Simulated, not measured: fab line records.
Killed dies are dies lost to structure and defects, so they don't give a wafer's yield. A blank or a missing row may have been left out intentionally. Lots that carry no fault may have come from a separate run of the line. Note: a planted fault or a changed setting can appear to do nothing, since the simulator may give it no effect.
Split-lot study | flow n5Finfet | 39 wafers read from 7 lots, route of 1938 steps

== THE SPLIT ITSELF ==
At N5_PASSIVATION_AL_DEP_21 (deposits Al, target thk 2800 nm, time 170 s), the setting timeS was moved away from the recipe's 170 s on 15 of the 39 wafers read, by -60.0% to +58.5%. For the rest of the wafers, this setting stayed at what the recipe calls for.

== FROM THE SPLIT TO THE READING: what the file shows between them, 3 steps ==
- N5_PASSIVATION_HMDS_23: time 60 s
- N5_PASSIVATION_COAT_24
- N5_PASSIVATION_DESCUM_32: chemistry O2, time 7.9 s

== THE READING ==
oesProductAu, in a.u., at N5_PASSIVATION_AL_ETCH_33 (etches Al in Cl2/BCl3, stops on TaN, target depth 2800 nm, time 466.7 s). Typical for fault-free wafers on this fab line: 0.73 a.u., with standard deviation 0.056 a.u.

wafer  | tool, chamber at the split | timeS as run, s | against the recipe | oesProductAu, a.u. | against lot-mates on the recipe
L075.1 | pvdSputter-03, -           | 269.4           | +58.5%             | 0.86               | +0.09
L075.2 | pvdSputter-03, -           | 269.4           | +58.5%             | 0.83               | +0.06
L075.3 | pvdSputter-03, -           | 170             | recipe             | 0.78               | -
L075.4 | pvdSputter-03, -           | 170             | recipe             | 0.74               | -
L075.5 | pvdSputter-03, -           | 170             | recipe             | 0.79               | -
L075.6 | pvdSputter-03, -           | 269.4           | +58.5%             | 0.83               | +0.06
L079.1 | pvdSputter-03, -           | 170             | recipe             | 0.66               | -
L079.2 | pvdSputter-03, -           | 238.8           | +40.5%             | 0.70               | +0.05
L079.3 | pvdSputter-03, -           | 170             | recipe             | 0.64               | -
L079.4 | pvdSputter-03, -           | 170             | recipe             | 0.66               | -
L079.5 | pvdSputter-03, -           | 238.8           | +40.5%             | 0.74               | +0.09
L079.6 | pvdSputter-03, -           | 238.8           | +40.5%             | 0.70               | +0.05
L089.1 | pvdSputter-01, -           | 170             | recipe             | 0.75               | -
L089.2 | pvdSputter-01, -           | 170             | recipe             | 0.76               | -
L089.3 | pvdSputter-01, -           | 170             | recipe             | 0.75               | -
L089.4 | pvdSputter-01, -           | 170             | recipe             | 0.74               | -
L089.5 | pvdSputter-01, -           | 170             | recipe             | 0.75               | -
L089.6 | pvdSputter-01, -           | 170             | recipe             | 0.76               | -
L088.1 | pvdSputter-01, -           | 68.06           | -60.0%             | 0.43               | -0.32
L088.2 | pvdSputter-01, -           | 170             | recipe             | 0.75               | -
L088.3 | pvdSputter-01, -           | 68.06           | -60.0%             | 0.44               | -0.31
L088.4 | pvdSputter-01, -           | 170             | recipe             | 0.75               | -
L088.5 | pvdSputter-01, -           | 170             | recipe             | 0.75               | -
L088.6 | pvdSputter-01, -           | 68.06           | -60.0%             | 0.43               | -0.32
L094.1 | pvdSputter-02, -           | 80.77           | -52.5%             | 0.47               | -0.27
L094.2 | pvdSputter-02, -           | 170             | recipe             | 0.73               | -
L094.3 | pvdSputter-02, -           | 170             | recipe             | 0.73               | -
L094.4 | pvdSputter-02, -           | 80.77           | -52.5%             | 0.47               | -0.27
L094.5 | pvdSputter-02, -           | 170             | recipe             | 0.75               | -
L094.6 | pvdSputter-02, -           | 80.77           | -52.5%             | 0.47               | -0.27
L091.1 | pvdSputter-03, -           | 170             | recipe             | 0.75               | -
L091.4 | pvdSputter-03, -           | 170             | recipe             | 0.76               | -
L091.6 | pvdSputter-03, -           | 170             | recipe             | 0.76               | -
L095.1 | pvdSputter-03, -           | 170             | recipe             | 0.74               | -
L095.2 | pvdSputter-03, -           | 256.5           | +50.9%             | 0.82               | +0.09
L095.3 | pvdSputter-03, -           | 170             | recipe             | 0.72               | -
L095.4 | pvdSputter-03, -           | 170             | recipe             | 0.73               | -
L095.5 | pvdSputter-03, -           | 256.5           | +50.9%             | 0.82               | +0.09
L095.6 | pvdSputter-03, -           | 256.5           | +50.9%             | 0.81               | +0.08

FIT RESULTS
A straight line over all 39 wafers: oesProductAu changes by +0.00306 a.u. for each +1% of timeS; r = +0.85; the points scatter about the line by 0.063 a.u.
The same after taking each lot's own level away (the mean of its wafers on the recipe; 39 wafers): +0.00324 a.u. for each +1%; r = +0.90; scatter 0.052 a.u.
The reading moves by 0.19 a.u. for the largest change in timeS, on that fit.
Measured against the standard deviation above, the lots' own levels, which go from 0.653 to 0.770 a.u., span 2.1 times it.
Consequently the slope shifts little with the lot-to-lot level, the two slopes agreeing.
Check: -0.22 a.u. against its lot-mates is what the line predicts for one of the wafers moved furthest among these (-60.0%) when that wafer is left out of the fit. It came out at -0.32 a.u. against them.

== THESE WAFERS: OTHER SPLITS ==
Other splits were also applied to these wafers ahead of the reading. Each is held against what the fit with the lots' levels taken away leaves over:
other split on the same wafers | wafers away from the commonest value | r with oesProductAu (lot level and that fit taken away)
N5_BEOL_M14_DESCUM_33 timeS    | 9                                    | +0.07

== THE WHOLE CHAIN: every reading that the file lists as answering this split, in the file's order ==
step                      | what it does                                                            | reading                                                                            | change (the file's fit)                                                           | r (the file's)
N5_PASSIVATION_AL_DEP_21  | deposits Al, target thk 2800 nm, time 170 s                             | Al_of_PASSIVATION_AL_DEP_21.thkNm (the simulator's own value, which no gauge read) | +28 nm for each +1% of the setting                                                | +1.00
N5_PASSIVATION_AL_ETCH_33 | etches Al in Cl2/BCl3, stops on TaN, target depth 2800 nm, time 466.7 s | oesProductAu                                                                       | +0.00312 a.u. for each +1% of the setting                                         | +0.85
N5_PASSIVATION_ETCH_59    | etches TaN in Cl2/BCl3, target depth 65 nm, time 34.9 s                 | oesProductAu                                                                       | not straight: 0.83 at the lowest setting, 0.82 at the recipe, 0.23 at the highest | not given

== FILE'S OWN FIT ==
oesProductAu changes by +0.00312 a.u. for each +1% of timeS, r = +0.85.
